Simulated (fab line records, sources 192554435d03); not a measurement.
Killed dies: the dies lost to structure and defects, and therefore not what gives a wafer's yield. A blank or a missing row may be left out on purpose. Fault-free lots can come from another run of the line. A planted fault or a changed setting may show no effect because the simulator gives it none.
Which tool did it? ; flow n5-finfet ; 24 lots, 72 wafers sampled, at 6 steps of a route of 1938

## WHAT EACH GAUGE READ, for each wafer
The record lacks any reading of a measuring or inspecting step that a usual standard deviation could be used to judge.

## WHICH TOOL RAN EACH LOT (tool, then ch and the chambers of the sampled wafers, then the start)
lot;N5_SD_EPI_N_SD_RECESS_17;N5_SD_EPI_N_STRIP_38;N5_ILD0_LINER_00;N5_SDB_STRIP_22;N5_SDB_ALD_29;N5_DUMMY_REMOVAL_STRIP_10
L074;rie-si-03 ch 0,1,2, day 3 01:10;plasma-asher-01 ch 0,1, day 3 01:16;ald-sin-04 ch 1,2,3, day 3 12:29;plasma-asher-02 ch 0, day 3 19:43;ald-sin-02 ch 0,1, day 3 20:12;rie-diel-01 ch 0,1,3, day 3 23:19
L075;rie-si-03 ch 0,1,3, day 3 06:22;plasma-asher-01 ch 0,1, day 3 06:28;ald-sin-02 ch 0,1,2, day 3 15:27;plasma-asher-01 ch 0, day 3 22:34;ald-sin-03 ch 0,2,3, day 3 23:03;rie-diel-01 ch 0,3, day 4 02:19
L076;rie-si-01 ch 2,3, day 3 13:43;plasma-asher-02 ch 1, day 3 13:49;ald-sin-01 ch 0,1,3, day 3 22:47;plasma-asher-01 ch 0,1, day 4 05:53;ald-sin-01 ch 1,3, day 4 06:23;rie-diel-06 ch 1,2,3, day 4 09:43
L077;rie-si-04 ch 1,2,3, day 3 18:51;plasma-asher-01 ch 0,1, day 3 18:58;ald-sin-02 ch 1,2, day 4 03:38;plasma-asher-01 ch 0,1, day 4 10:53;ald-sin-02 ch 0,3, day 4 11:19;rie-diel-06 ch 1,2,3, day 4 14:26
L078;rie-si-04 ch 0,1,2, day 4 02:29;plasma-asher-02 ch 0,1, day 4 02:35;ald-sin-04 ch 0,2,3, day 4 11:40;plasma-asher-02 ch 0,1, day 4 19:00;ald-sin-02 ch 1,2,3, day 4 19:31;rie-diel-06 ch 2,3, day 4 22:38
L079;rie-si-04 ch 0,3, day 4 07:18;plasma-asher-01 ch 0,1, day 4 07:23;ald-sin-02 ch 0,1,3, day 4 16:23;plasma-asher-02 ch 0,1, day 5 01:02;ald-sin-03 ch 0,1,2, day 5 01:39;rie-diel-01 ch 0,1,3, day 5 04:46
L080;rie-si-01 ch 0,1,2, day 4 12:54;plasma-asher-02 ch 0,1, day 4 13:00;ald-sin-02 ch 0,1,3, day 4 22:41;plasma-asher-02 ch 1, day 5 06:16;ald-sin-01 ch 1,2,3, day 5 07:36;rie-diel-06 ch 1,3, day 5 10:43
L081;rie-si-03 ch 1,2, day 4 19:38;plasma-asher-02 ch 0,1, day 4 19:44;ald-sin-02 ch 2,3, day 5 06:04;plasma-asher-01 ch 0,1, day 5 13:47;ald-sin-02 ch 0,3, day 5 14:42;rie-diel-01 ch 1,2, day 5 17:50
L082;rie-si-03 ch 0,2,3, day 5 02:52;plasma-asher-02 ch 0,1, day 5 02:57;ald-sin-04 ch 0,1,2, day 5 13:34;plasma-asher-01 ch 0,1, day 5 20:56;ald-sin-01 ch 1,2,3, day 5 21:53;rie-diel-04 ch 0,2, day 6 01:01
L083;rie-si-01 ch 0,1,3, day 5 09:58;plasma-asher-02 ch 0,1, day 5 10:05;ald-sin-02 ch 0,2,3, day 5 20:06;plasma-asher-01 ch 0,1, day 6 03:19;ald-sin-02 ch 1,2,3, day 6 03:46;rie-diel-04 ch 0,2,3, day 6 06:55
L084;rie-si-01 ch 0,1,2, day 5 18:26;plasma-asher-01 ch 0,1, day 5 18:31;ald-sin-04 ch 0,1,3, day 6 04:07;plasma-asher-02 ch 0,1, day 6 11:19;ald-sin-02 ch 1,2,3, day 6 12:26;rie-diel-04 ch 0,2,3, day 6 15:34
L085;rie-si-01 ch 1,2,3, day 5 20:11;plasma-asher-01 ch 0,1, day 5 20:16;ald-sin-04 ch 1,2, day 6 04:41;plasma-asher-02 ch 0,1, day 6 13:07;ald-sin-03 ch 1,3, day 6 13:52;rie-diel-01 ch 0,1,2, day 6 16:59
L086;rie-si-01 ch 0,2,3, day 6 07:53;plasma-asher-01 ch 0,1, day 6 07:59;ald-sin-02 ch 1,2,3, day 6 18:09;plasma-asher-02 ch 0,1, day 7 01:29;ald-sin-01 ch 2,3, day 7 01:59;rie-diel-06 ch 0,1,3, day 7 05:25
L087;rie-si-04 ch 0,1,2, day 6 12:03;plasma-asher-02 ch 0,1, day 6 12:09;ald-sin-02 ch 1,2,3, day 6 21:07;plasma-asher-01 ch 0,1, day 7 04:14;ald-sin-03 ch 0,2, day 7 04:43;rie-diel-04 ch 0,1, day 7 08:09
L088;rie-si-03 ch 0,2,3, day 6 16:35;plasma-asher-01 ch 0,1, day 6 16:42;ald-sin-01 ch 2,3, day 7 00:53;plasma-asher-02 ch 0,1, day 7 08:00;ald-sin-01 ch 1,2,3, day 7 08:29;rie-diel-04 ch 2,3, day 7 11:55
L089;rie-si-04 ch 1,2, day 6 21:52;plasma-asher-02 ch 0,1, day 6 21:59;ald-sin-02 ch 2,3, day 7 11:07;plasma-asher-02 ch 0,1, day 7 18:10;ald-sin-01 ch 1,2,3, day 7 19:58;rie-diel-04 ch 1,2, day 7 21:44
L090;rie-si-03 ch 0,1,2, day 7 02:56;plasma-asher-02 ch 0,1, day 7 03:01;ald-sin-01 ch 2,3, day 7 12:57;plasma-asher-01 ch 0,1, day 7 20:26;ald-sin-01 ch 1,2, day 7 21:26;rie-diel-06 ch 0,2,3, day 8 00:36
L091;rie-si-03 ch 0,2, day 7 09:54;plasma-asher-02 ch 0,1, day 7 10:01;ald-sin-02 ch 0,2, day 7 19:05;plasma-asher-02 ch 1, day 8 02:05;ald-sin-01 ch 2,3, day 8 02:34;rie-diel-06 ch 1,3, day 8 07:02
L092;rie-si-03 ch 1,3, day 7 15:44;plasma-asher-02 ch 0,1, day 7 15:49;ald-sin-02 ch 2,3, day 8 02:35;plasma-asher-01 ch 0,1, day 8 09:58;ald-sin-01 ch 2,3, day 8 11:16;rie-diel-01 ch 0,1, day 8 15:44
L093;rie-si-03 ch 0,1,2, day 7 19:29;plasma-asher-02 ch 0,1, day 7 19:35;ald-sin-02 ch 0,3, day 8 05:14;plasma-asher-01 ch 0,1, day 8 12:34;ald-sin-02 ch 0,3, day 8 14:58;rie-diel-06 ch 1,2,3, day 8 18:05
L094;rie-si-01 ch 0,1, day 8 05:39;plasma-asher-01 ch 0,1, day 8 05:44;ald-sin-01 ch 2,3, day 8 16:07;plasma-asher-02 ch 0,1, day 9 00:31;ald-sin-03 ch 0,2,3, day 9 01:00;rie-diel-06 ch 0,1,3, day 9 04:11
L095;rie-si-01 ch 1,2,3, day 8 09:10;plasma-asher-01 ch 0,1, day 8 09:15;ald-sin-02 ch 1,2,3, day 8 20:35;plasma-asher-01 ch 0,1, day 9 04:07;ald-sin-02 ch 0,1,2, day 9 05:05;rie-diel-06 ch 0,2,3, day 9 08:13
L096;rie-si-04 ch 1,3, day 8 17:20;plasma-asher-01 ch 0, day 8 17:26;ald-sin-02 ch 0,1,2, day 9 03:56;plasma-asher-02 ch 0,1, day 9 11:22;ald-sin-01 ch 2,3, day 9 12:20;rie-diel-01 ch 0,2, day 9 16:50
L097;rie-si-01 ch 1,2,3, day 9 02:11;plasma-asher-02 ch 0,1, day 9 02:16;ald-sin-04 ch 2,3, day 9 14:52;plasma-asher-02 ch 0,1, day 9 22:06;ald-sin-02 ch 2,3, day 9 22:43;rie-diel-04 ch 0,1, day 10 01:50
- N5_SD_EPI_N_SD_RECESS_17: chemistry HBr/Cl2/O2, target depth 41 nm, time 23.7 s, bt time 3 s.
- N5_SD_EPI_N_STRIP_38: strips in N2/H2.
- N5_ILD0_LINER_00: material SiNx, target thk 4 nm, pulse time 1 s, purge time 2 s.
- N5_SDB_STRIP_22: strips in N2/H2.
- N5_SDB_ALD_29: deposits SiNx, target thk 30 nm, pulse time 1 s, ald cycles 600.
- N5_DUMMY_REMOVAL_STRIP_10: strips in N2/H2, time 40 s.

## WHAT THE TOOLS THEMSELVES READ (means of the sampled wafers that have a number; where no wafer has one, the mark that the record gives instead)
N5_SD_EPI_N_SD_RECESS_17.
lot;tool;drypump-motor-current-A (A);oes-product-au (a.u.);throttle-valve-pct (%)
L074;rie-si-03;5.56;0.988;36.9
L075;rie-si-03;5.42;0.987;37.2
L076;rie-si-01;5.53;0.988;36.8
L077;rie-si-04;5.36;0.987;37.2
L078;rie-si-04;5.24;0.990;37.1
L079;rie-si-04;5.29;0.985;37.1
L080;rie-si-01;5.65;1.006;37.2
L081;rie-si-03;5.44;0.988;36.5
L082;rie-si-03;5.52;0.979;37.0
L083;rie-si-01;5.55;0.988;37.1
L084;rie-si-01;5.66;1.013;37.2
L085;rie-si-01;5.55;0.995;37.0
L086;rie-si-01;5.64;0.998;37.0
L087;rie-si-04;5.25;0.983;37.1
L088;rie-si-03;5.54;0.981;37.0
L089;rie-si-04;5.30;0.987;37.2
L090;rie-si-03;5.59;0.984;36.9
L091;rie-si-03;5.68;0.984;36.7
L092;rie-si-03;5.14;0.991;37.0
L093;rie-si-03;5.57;0.988;36.9
L094;rie-si-01;5.66;1.002;37.3
L095;rie-si-01;5.56;1.000;37.0
L096;rie-si-04;5.43;0.996;37.4
L097;rie-si-01;5.55;0.999;37.0

N5_SD_EPI_N_STRIP_38.
lot;tool;drypump-motor-current-A (A);heater-power-w (W);oes-product-au (a.u.)
L074;plasma-asher-01;5.83;306;0.758
L075;plasma-asher-01;5.81;303;0.768
L076;plasma-asher-02;5.37;361;0.774
L077;plasma-asher-01;5.83;307;0.758
L078;plasma-asher-02;5.36;353;0.764
L079;plasma-asher-01;5.80;303;0.752
L080;plasma-asher-02;5.35;357;0.760
L081;plasma-asher-02;5.35;354;0.754
L082;plasma-asher-02;5.36;357;0.780
L083;plasma-asher-02;5.35;350;0.770
L084;plasma-asher-01;5.96;301;0.761
L085;plasma-asher-01;5.82;305;0.758
L086;plasma-asher-01;5.93;291;0.766
L087;plasma-asher-02;5.36;347;0.748
L088;plasma-asher-01;5.85;300;0.757
L089;plasma-asher-02;5.35;349;0.767
L090;plasma-asher-02;5.36;363;0.764
L091;plasma-asher-02;5.36;347;0.763
L092;plasma-asher-02;5.36;353;0.751
L093;plasma-asher-02;5.35;357;0.763
L094;plasma-asher-01;5.82;307;0.759
L095;plasma-asher-01;5.82;303;0.759
L096;plasma-asher-01;5.73;312;0.767
L097;plasma-asher-02;5.37;352;0.753

N5_ILD0_LINER_00.
lot;tool;heater-power-w (W);precursor-pulse-height-rel
L074;ald-sin-04;837;0.999
L075;ald-sin-02;786;0.998
L076;ald-sin-01;833;0.996
L077;ald-sin-02;704;0.996
L078;ald-sin-04;836;0.992
L079;ald-sin-02;787;0.991
L080;ald-sin-02;777;1.031
L081;ald-sin-02;714;0.997
L082;ald-sin-04;801;0.987
L083;ald-sin-02;784;1.014
L084;ald-sin-04;869;1.014
L085;ald-sin-04;770;0.994
L086;ald-sin-02;715;0.995
L087;ald-sin-02;725;1.014
L088;ald-sin-01;771;1.005
L089;ald-sin-02;723;0.989
L090;ald-sin-01;781;1.023
L091;ald-sin-02;773;1.000
L092;ald-sin-02;733;1.004
L093;ald-sin-02;876;1.000
L094;ald-sin-01;772;0.999
L095;ald-sin-02;711;0.981
L096;ald-sin-02;794;0.987
L097;ald-sin-04;808;1.009

N5_SDB_STRIP_22.
lot;tool;drypump-motor-current-A (A);heater-power-w (W);oes-product-au (a.u.);strip-time-to-endpoint-s (s)
L074;plasma-asher-02;5.36;345;0.715;96.2
L075;plasma-asher-01;5.70;311;0.716;96.5
L076;plasma-asher-01;5.92;290;0.713;96.3
L077;plasma-asher-01;5.83;298;0.717;96.8
L078;plasma-asher-02;5.35;356;0.716;96.4
L079;plasma-asher-02;5.36;349;0.714;96.7
L080;plasma-asher-02;5.34;366;0.717;96.3
L081;plasma-asher-01;5.84;305;0.719;96.6
L082;plasma-asher-01;5.93;300;0.712;96.3
L083;plasma-asher-01;5.84;303;0.713;95.8
L084;plasma-asher-02;5.36;351;0.714;96.1
L085;plasma-asher-02;5.35;353;0.716;96.5
L086;plasma-asher-02;5.36;350;0.714;96.9
L087;plasma-asher-01;5.94;299;0.718;96.4
L088;plasma-asher-02;5.35;342;0.716;96.3
L089;plasma-asher-02;5.36;357;0.713;96.2
L090;plasma-asher-01;5.80;305;0.714;96.4
L091;plasma-asher-02;5.36;359;0.712;95.8
L092;plasma-asher-01;5.81;308;0.712;96.3
L093;plasma-asher-01;5.94;297;0.713;96.4
L094;plasma-asher-02;5.37;354;0.716;95.9
L095;plasma-asher-01;5.91;298;0.713;96.1
L096;plasma-asher-02;5.34;345;0.714;95.8
L097;plasma-asher-02;5.35;356;0.716;96.7

N5_SDB_ALD_29.
lot;tool;heater-power-w (W);precursor-pulse-height-rel
L074;ald-sin-02;861;1.011
L075;ald-sin-03;858;0.995
L076;ald-sin-01;832;0.993
L077;ald-sin-02;875;1.001
L078;ald-sin-02;724;1.010
L079;ald-sin-03;918;0.997
L080;ald-sin-01;781;1.000
L081;ald-sin-02;866;1.019
L082;ald-sin-01;796;1.015
L083;ald-sin-02;712;1.006
L084;ald-sin-02;706;1.009
L085;ald-sin-03;914;1.004
L086;ald-sin-01;777;1.003
L087;ald-sin-03;877;0.998
L088;ald-sin-01;792;1.009
L089;ald-sin-01;786;1.005
L090;ald-sin-01;769;0.979
L091;ald-sin-01;793;0.988
L092;ald-sin-01;784;1.006
L093;ald-sin-02;868;0.995
L094;ald-sin-03;837;0.990
L095;ald-sin-02;787;1.008
L096;ald-sin-01;780;0.994
L097;ald-sin-02;715;1.011

N5_DUMMY_REMOVAL_STRIP_10.
lot;tool;drypump-motor-current-A (A);oes-product-au (a.u.);rf-vpp-V (V);showerhead-plenum-p-Torr (Torr);throttle-valve-pct (%)
L074;rie-diel-01;6.2;0.73;45.9;3.32;12.34
L075;rie-diel-01;6.1;0.71;45.8;3.30;12.31
L076;rie-diel-06;5.5;0.75;44.7;3.24;12.29
L077;rie-diel-06;5.5;0.75;44.5;3.24;12.29
L078;rie-diel-06;5.7;0.72;45.5;3.29;12.37
L079;rie-diel-01;6.2;0.73;45.9;3.32;12.37
L080;rie-diel-06;6.0;0.76;45.4;3.28;12.26
L081;rie-diel-01;5.5;0.78;45.9;3.47;12.25
L082;rie-diel-04;5.6;0.81;45.9;3.47;12.07
L083;rie-diel-04;5.8;0.79;45.0;3.46;12.10
L084;rie-diel-04;5.8;0.78;45.9;3.46;12.12
L085;rie-diel-01;5.9;0.76;45.2;3.36;12.35
L086;rie-diel-06;5.8;0.75;45.7;3.32;12.32
L087;rie-diel-04;5.4;0.75;45.1;3.49;12.43
L088;rie-diel-04;5.9;0.80;45.4;3.43;12.02
L089;rie-diel-04;5.7;0.80;46.3;3.43;12.21
L090;rie-diel-06;5.5;0.79;45.4;3.46;12.24
L091;rie-diel-06;6.0;0.74;44.8;3.27;12.33
L092;rie-diel-01;6.4;0.75;45.3;3.32;12.45
L093;rie-diel-06;5.5;0.81;45.3;3.35;12.17
L094;rie-diel-06;5.8;0.74;45.9;3.31;12.37
L095;rie-diel-06;5.5;0.79;44.6;3.46;12.25
L096;rie-diel-01;5.5;0.75;44.9;3.40;12.33
L097;rie-diel-04;5.4;0.73;46.7;3.48;12.47

## THE ANSWER, worked out from the rows above alone
Rule: what is usual is taken from the lots themselves. The widest of any qualifying gaps counts: lots, ordered by their means at a reading, are off when they make up no more than a third of the lots, leave a main group of 4 or more, and stand apart from it by 3 or more times the standard deviation of that group's means. If all means in a main group match to the digits the tables above print for the reading, that group is not used. A lot without any number at a reading at which 4 lots or more have one is off too. All remaining lots with rows at the step are treated as sound. Order of review: gauges by route order, followed by the tools' own readings, for which a lot's mean as printed above is used. At the first step where some lot is off, the reading lying furthest off is the one used; lots without a number count as furthest.
None of the lots is off at any reading shown; this tells nothing.

## WHAT HAD BEEN PUT IN BY THE SIMULATOR
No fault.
